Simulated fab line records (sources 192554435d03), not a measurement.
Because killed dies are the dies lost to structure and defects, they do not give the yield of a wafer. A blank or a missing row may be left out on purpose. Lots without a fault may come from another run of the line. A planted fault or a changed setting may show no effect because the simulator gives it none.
Chamber matching | flow n5-finfet | N5_BEOL_M12_CMP_49 on cmp-02: 4 sister chambers
The step polishes, stops on SiOC, t overpolish 20.6 s, target thk 320 nm. 4 wafers are shown with their chamber, then 7 later ones without.

WAFERS PAIRED WITH THEIR CHAMBERS
wafer  | chamber | motor-current-A (A)
L083.4 | 0       | 6.6
L090.2 | 2       | 5.6
L093.3 | 1       | 6.1
L093.4 | 3       | 5.5

WAFERS WHOSE CHAMBER IS MISSING
wafer  | motor-current-A (A)
L093.5 | 6.5
L096.1 | 6.2
L096.2 | 5.8
L096.6 | 6.4
L097.1 | 6.7
L097.3 | 5.1
L097.5 | 5.7

THE CHAMBER EACH PASSED THROUGH
wafer  | from the rows above          | in truth
L093.5 | can't be placed: 0 or 1      | 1
L096.1 | can't be placed: 1 or 0      | 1
L096.2 | can't be placed: 2 or 1 or 3 | 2
L096.6 | can't be placed: 0 or 1      | 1
L097.1 | 0                            | 0
L097.3 | can't be placed: 3 or 2      | 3
L097.5 | can't be placed: 2 or 3 or 1 | 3
Correct placement for 1 of the 7. These rows do not allow placing 6 (true chamber among the candidates in 6). Placed wrongly: 0.
How it was worked out, from the rows above alone: a wafer's distance from a chamber is the root of the sum, over the readings, of the square of ((its reading less the chamber's mean) divided by the reading's scatter). If the next closest chamber is less than 2 further off than the closest, the wafer can't be placed; otherwise it belongs to the closest. The mean given for a chamber averages the wafers shown for that chamber. The scatter: root of mean squared gap, hidden wafer to nearest shown wafer, with one shown wafer a chamber.
